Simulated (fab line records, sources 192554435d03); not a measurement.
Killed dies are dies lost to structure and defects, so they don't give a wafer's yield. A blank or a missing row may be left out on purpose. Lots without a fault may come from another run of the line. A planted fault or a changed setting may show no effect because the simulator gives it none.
One fault seen from 2 desks | flow n5_finfet | each desk has only its own numbers; what lay behind them comes last

THE TOOL OWNER'S DESK: rie_diel-02
The tool's own readings at N5_FIN_SAQP_HM_OPEN_73 (chemistry CHF3/O2, target SiO2, stops on a-Si, target depth 12 nm, time 16.8 s): means of the sampled wafers that have a number, for each lot that ran on this tool. A lot is out of limits, marked OUT, if its mean lies more than 4 standard deviations from the usual mean; the brackets give that distance. Of its 9 readings 7 are shown: those that lie furthest out on some lot.
Columns: A = drypump_motor_current_A at N5_FIN_SAQP_HM_OPEN_73, usual 5.6 A; B = mfc_ar_sccm at N5_FIN_SAQP_HM_OPEN_73, usual 200.0 sccm; C = oes_ar_750_au at N5_FIN_SAQP_HM_OPEN_73, usual 0.79 a.u.; D = oes_product_au at N5_FIN_SAQP_HM_OPEN_73, usual 0.47 a.u.; E = rf_vpp_V at N5_FIN_SAQP_HM_OPEN_73, usual 523 V; F = showerhead_plenum_p_Torr at N5_FIN_SAQP_HM_OPEN_73, usual 2.43 Torr; G = throttle_valve_pct at N5_FIN_SAQP_HM_OPEN_73, usual 18.81 %
lot  | first seen here | A   | B     | C    | D    | E   | F    | G
L502 | day 2 18:04     | 5.8 | 199.5 | 0.75 | 0.45 | 517 | 2.34 | 18.79
L512 | day 5 03:35     | 5.1 | 199.7 | 0.72 | 0.43 | 522 | 2.40 | 18.88
L513 | day 5 10:16     | 4.8 | 200.1 | 0.80 | 0.48 | 522 | 2.42 | 18.70
L514 | day 5 17:02     | 4.7 | 199.0 | 0.76 | 0.46 | 522 | 2.41 | 18.84
This desk's finding: nothing out of limits on any of the 4 lots.

THE METROLOGY DESK
What the gauges read, lot by lot, whatever tool the lot ran on: means of the sampled wafers that have a number. A lot is out of limits, marked OUT, if its mean lies more than 4 standard deviations from the usual mean; the brackets give that distance. Of its 10 readings 7 are shown: those that lie furthest out on some lot.
Columns: A = DIBL_P at N5_BEOL_M4_RC_MEAS_101, usual 36.1 mV/V; B = ION_N at N5_BEOL_M4_RC_MEAS_101, usual 672 uA/um; C = ION_P at N5_BEOL_M4_RC_MEAS_101, usual 463 uA/um; D = SS_N at N5_BEOL_M4_RC_MEAS_101, usual 71.5 mV/dec; E = SS_P at N5_BEOL_M4_RC_MEAS_101, usual 73.3 mV/dec; F = VT_N at N5_BEOL_M4_RC_MEAS_101, usual 250.6 mV; G = VT_P at N5_BEOL_M4_RC_MEAS_101, usual -249 mV
lot  | first seen here | A    | B   | C   | D    | E    | F     | G
L502 | day 8 11:26     | 35.9 | 682 | 463 | 71.4 | 73.2 | 247.4 | -248
L512 | day 11 05:01    | 36.8 | 673 | 456 | 71.8 | 73.2 | 252.6 | -252
L513 | day 11 06:44    | 34.0 | 675 | 468 | 71.0 | 72.6 | 249.3 | -248
L514 | day 12 05:00    | 36.5 | 674 | 462 | 71.8 | 73.1 | 248.2 | -252
L517 | day 12 12:40    | 35.7 | 674 | 458 | 71.6 | 73.6 | 251.4 | -252
This desk's finding: nothing out of limits on any of the 5 lots.

PUT TOGETHER
The tool owner's desk saw nothing out of limits.
The metrology desk saw nothing out of limits.

WHAT THE SIMULATOR HAD PUT IN
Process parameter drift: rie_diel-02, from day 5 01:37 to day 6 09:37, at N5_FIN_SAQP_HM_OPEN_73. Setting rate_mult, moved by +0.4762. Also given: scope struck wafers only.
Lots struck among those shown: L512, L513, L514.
